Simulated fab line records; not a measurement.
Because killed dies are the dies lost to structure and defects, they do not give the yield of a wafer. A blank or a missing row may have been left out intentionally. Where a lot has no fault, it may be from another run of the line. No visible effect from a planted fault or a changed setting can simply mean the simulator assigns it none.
Chamber matching -- flow n5-finfet -- N5_BEOL_M4_PRE_CLEAN_60 on cvd-co-02: 3 sister chambers
The step time 15 s. 6 wafers are shown with their chamber, then 12 later ones without.

== WAFERS PAIRED WITH THEIR CHAMBERS ==
wafer,chamber,heater-power-w (W)
L090.3,2,84
L092.1,1,52
L092.5,2,83
L091.1,0,97
L091.2,1,52
L091.5,0,95

== WAFERS MISSING THEIR CHAMBER ==
wafer,heater-power-w (W)
L094.2,100
L094.3,52
L094.5,52
L093.1,81
L093.2,53
L093.5,85
L095.2,95
L095.4,101
L095.6,54
L096.1,85
L096.2,53
L096.6,51

== THE CHAMBER EACH PASSED THROUGH ==
wafer,from the rows above,in truth
L094.2,0,0
L094.3,1,1
L094.5,1,1
L093.1,2,2
L093.2,1,1
L093.5,2,2
L095.2,0,0
L095.4,0,0
L095.6,1,1
L096.1,2,2
L096.2,1,1
L096.6,1,1
12 of 12 placed correctly. Can't be placed from these rows: 0. Wrongly placed: 0.
How it was worked out, from the rows above alone: a wafer's distance from a chamber is the root of the sum, over the readings, of the square of ((its reading less the chamber's mean) divided by the reading's scatter). The wafer belongs to the nearest chamber; if the next one is less than 2 further off, it can't be placed. A chamber's mean is the mean of its shown wafers. The scatter is the square root of a quotient: the sum, over the shown wafers, of each reading's squared deviation from its chamber's mean, divided by wafers minus chambers.
